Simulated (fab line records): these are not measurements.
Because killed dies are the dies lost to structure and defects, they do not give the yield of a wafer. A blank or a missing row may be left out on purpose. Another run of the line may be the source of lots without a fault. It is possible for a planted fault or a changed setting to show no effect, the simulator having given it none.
Matching of chambers | flow nand harc | pecvd-01 running NHARC_A_STAIRCASE_DEP_325: 3 sister chambers
The step deposits SiO2, target thk 3800 nm. 6 wafers are shown with their chamber, then 8 later ones without.

## WAFERS, EACH WITH ITS CHAMBER
wafer  | chamber | heater power w (W)
L080.3 | 2       | 521
L084.1 | 2       | 487
L088.3 | 1       | 701
L088.4 | 0       | 756
L088.5 | 1       | 717
L092.2 | 0       | 942

## WAFERS WITH NO CHAMBER GIVEN
wafer  | heater power w (W)
L092.3 | 843
L092.6 | 770
L094.1 | 882
L094.2 | 485
L094.3 | 693
L094.4 | 441
L094.5 | 676
L094.6 | 769

## EACH ONE'S CHAMBER
wafer  | from the rows above          | in truth
L092.3 | can't be placed: 0 or 1      | 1
L092.6 | can't be placed: 1 or 0      | 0
L094.1 | can't be placed: 0 or 1      | 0
L094.2 | 2                            | 2
L094.3 | can't be placed: 1 or 0      | 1
L094.4 | 2                            | 2
L094.5 | can't be placed: 1 or 2 or 0 | 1
L094.6 | can't be placed: 1 or 0      | 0
2 of 8 placed correctly. Not placeable from these rows: 6 (in 6, the candidates include the true chamber). Wrongly placed: 0.
How it was worked out, from the rows above alone: a wafer's distance from a chamber is the root of the sum, over the readings, of the square of ((its reading less the chamber's mean) divided by the reading's scatter). If the next closest chamber is less than 2 further off than the closest, the wafer can't be placed; otherwise it belongs to the closest. For every chamber, the mean is computed from those of its wafers that are shown. The scatter: take each reading less its chamber's mean, square it, sum over the shown wafers, divide by the number of wafers less the number of chambers, and take the root.
